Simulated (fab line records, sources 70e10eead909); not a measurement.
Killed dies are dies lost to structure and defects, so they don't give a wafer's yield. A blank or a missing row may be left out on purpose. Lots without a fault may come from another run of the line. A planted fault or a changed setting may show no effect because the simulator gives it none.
A struck lot beside a sound one | flow nand_harc | 40 steps out of a route of 1302
Sound: wafers L630.4, L630.5, L630.6. Struck: wafers L645.2, L645.5, L645.6. The cause comes at the end.
At each step with rows: each side's tool, then ch and its chambers, then its first start. Under that, the readings that differ: sound wafers | struck wafers | difference of the means | sigmas: that difference in standard deviations of wafers without a fault.
alike: readings whose means differ by less than 2 such deviations, and words and numbers that are the same on both sides. not compared: withheld readings, readings that some wafer has no value for, bounds like >300 that may hide the same value, and numbers for which the record gives no deviation and whose values overlap.
The two part at a step that has a row with sigmas, a row that says differs or no value, or rows on one side only. Numbers that don't overlap but have no deviation are shown without sigmas and don't part them. A reading that every wafer of one side lacks parts them only if that side has two wafers or more.

first, 5 steps without rows for these wafers: NHARC_P_M1_SOFTBAKE_04 (time 55 s); NHARC_P_M1_EBR_05; NHARC_P_M1_EXPOSE_06 (exposes mask P M1, target cd 130 nm); NHARC_P_M1_PEB_07 (peb time 65 s); NHARC_P_M1_DEVELOP_08 (develop time 35 s).
NHARC_P_M1_CD_MEAS_09: target cd 130 nm.
  sound on cd_sem-03 ch 0, day 8 06:08; struck on cd_sem-01 ch 0, day 15 05:31
  alike: cd_nm
NHARC_P_M1_OVL_MEAS_10: pitch 260 nm.
  sound on overlay-02, day 8 06:13; struck on overlay-02, day 15 05:36
  alike: overlay_x_nm, overlay_y_nm
NHARC_P_M1_INSPECT_11:
  sound on defect_inspect-01, day 8 06:14; struck on defect_inspect-02, day 15 05:38
  alike: raw_defect_count
then, 1 step without rows for these wafers: NHARC_P_M1_DESCUM_14 (chemistry O2, time 3 s).
NHARC_P_M1_ETCH_35: etches the open film in N2/H2, target depth 40 nm, overetch 12 nm, time 43.94 s.
  sound on rie_diel-08 ch 1,3, day 8 06:28; struck on rie_diel-08 ch 2,3, day 15 05:47
  alike: drypump_motor_current_A, mfc_ar_sccm, oes_product_au, rf_fwd_power_W, rf_vpp_V, showerhead_plenum_p_Torr, throttle_valve_pct
  not compared: rf_hours_counter_h
then, 1 step without rows for these wafers: NHARC_P_M1_ETCH_15 (etches the open film in C4F8/Ar, target depth 182.5 nm, time 91.2 s).
NHARC_P_M1_CD_MEAS_16:
  sound on cd_sem-02, day 8 06:45; struck on cd_sem-03, day 15 06:00
  alike: cd_nm
NHARC_P_M1_STRIP_18: strips in N2/H2.
  sound on rie_diel-08 ch 1,3, day 8 06:55; struck on rie_diel-09 ch 0,2,3, day 15 06:08
  reading               | sound             | struck            | difference | sigmas
  oes_product_au (a.u.) | 0.960 0.954 0.990 | 1.031 0.976 1.011 | +0.038     | +3
  alike: drypump_motor_current_A, mfc_ar_sccm, rf_fwd_power_W, rf_vpp_V, showerhead_plenum_p_Torr, throttle_valve_pct
  not compared: rf_hours_counter_h
NHARC_P_M1_ETCH_28: etches the open film in CF4/N2, target depth 30 nm, time 72.99 s.
  sound on rie_diel-08 ch 1,3, day 8 07:15; struck on rie_diel-09 ch 0,2,3
  reading               | sound             | struck            | difference | sigmas
  oes_product_au (a.u.) | 0.962 0.997 0.961 | 0.989 1.029 1.004 | +0.034     | +2
  alike: drypump_motor_current_A, mfc_ar_sccm, rf_fwd_power_W, rf_vpp_V, showerhead_plenum_p_Torr, throttle_valve_pct
  not compared: rf_hours_counter_h
then, 1 step without rows for these wafers: NHARC_P_M1_STRIP_19 (strips in post etch residue remover, time 600 s).
NHARC_P_M1_DEGAS_29: time 60 s.
  sound on pvd_sputter-01, day 8 07:43; struck on pvd_sputter-02, day 15 06:43
  reading            | sound       | struck      | difference | sigmas
  heater_power_w (W) | 358 298 323 | 403 364 416 | +68        | +2
then, 2 steps without rows for these wafers: NHARC_P_M1_PRE_CLEAN_30 (time 30 s); NHARC_P_M1_PVD_20 (deposits TaN, target thk 5 nm, time 8.06 s).
NHARC_P_M1_PVD_21: deposits Cu, target thk 30 nm, time 20.49 s.
  sound on pvd_sputter-01; struck on pvd_sputter-02
  reading                | sound          | struck         | difference | sigmas
  throttle_valve_pct (%) | 32.1 30.2 32.0 | 27.5 27.6 29.0 | -3.4       | -3
then, 3 steps without rows for these wafers: NHARC_P_M1_ECD_22 (material Cu, target thk 400 nm); NHARC_P_M1_ANNEAL_31 (time 90 s); NHARC_P_M1_CMP_23 (polishes, t overpolish 20 s, target thk 157.82 nm).
NHARC_P_M1_THK_MEAS_24: measures by xrf.
  sound on film_metro-02, day 8 09:06; struck on film_metro-01, day 15 08:07
  alike: thk_nm
then, 1 step without rows for these wafers: NHARC_P_M1_SRD_25.
NHARC_P_M1_PRE_CLEAN_32: time 12 s.
  sound on pecvd-01 ch 0,1,2, day 8 09:22; struck on pecvd-03 ch 1,2, day 15 08:20
  alike: heater_power_w, rf_fwd_power_W
then, 11 steps without rows for these wafers: NHARC_P_M1_DEP_33 (deposits SiCN, target thk 30 nm); NHARC_P_M2_DEP_00 (deposits SiOC, target thk 182.5 nm); NHARC_P_M2_DEHYDRATE_01 (time 120 s); NHARC_P_M2_HMDS_02 (time 30 s); NHARC_P_M2_COAT_34 (time 65 s); NHARC_P_M2_COAT_03 (resist thk 90 nm); NHARC_P_M2_SOFTBAKE_04 (time 55 s); NHARC_P_M2_EBR_05; NHARC_P_M2_EXPOSE_06 (exposes mask P M2, target cd 170 nm); NHARC_P_M2_PEB_07 (peb time 65 s); NHARC_P_M2_DEVELOP_08 (develop time 35 s).
NHARC_P_M2_CD_MEAS_09: target cd 170 nm.
  sound on cd_sem-03 ch 0, day 8 10:32; struck on cd_sem-02 ch 0, day 15 09:47
  alike: cd_nm
NHARC_P_M2_OVL_MEAS_10: pitch 340 nm.
  sound on overlay-01, day 8 10:37; struck on overlay-01, day 15 09:53
  alike: overlay_x_nm, overlay_y_nm
then, 1 step without rows for these wafers: NHARC_P_M2_DESCUM_14 (chemistry O2, time 3 s).
-- the record jumps here: 18 days lie between the struck wafers' starts before and after (it left off in module P_M2 and takes up again in module END, whose first step shown is number 1302 of the route) --
NHARC_END_SORT_01:
  sound on prober-01 ch 0, day 26 11:14; struck on prober-02 ch 0, day 33 05:11
  reading                  | sound    | struck      | difference | sigmas
  defect_limited_yield (%) | 95 95 96 | 84 78 79    | -15        | -4
  killed_at_array          | 33 30 28 | 77 80 90    | +52        | +2
  killed_at_periphery      | 1 1 1    | 30 65 52    | +48        | +18
  killed_dies              | 37 32 30 | 107 146 143 | +99        | +4
  alike: killed_at_other, killed_open, killed_short

WHERE THEY PART
First at NHARC_P_M1_STRIP_18; last, within this record, at NHARC_END_SORT_01.

WHY: what the simulator had put in
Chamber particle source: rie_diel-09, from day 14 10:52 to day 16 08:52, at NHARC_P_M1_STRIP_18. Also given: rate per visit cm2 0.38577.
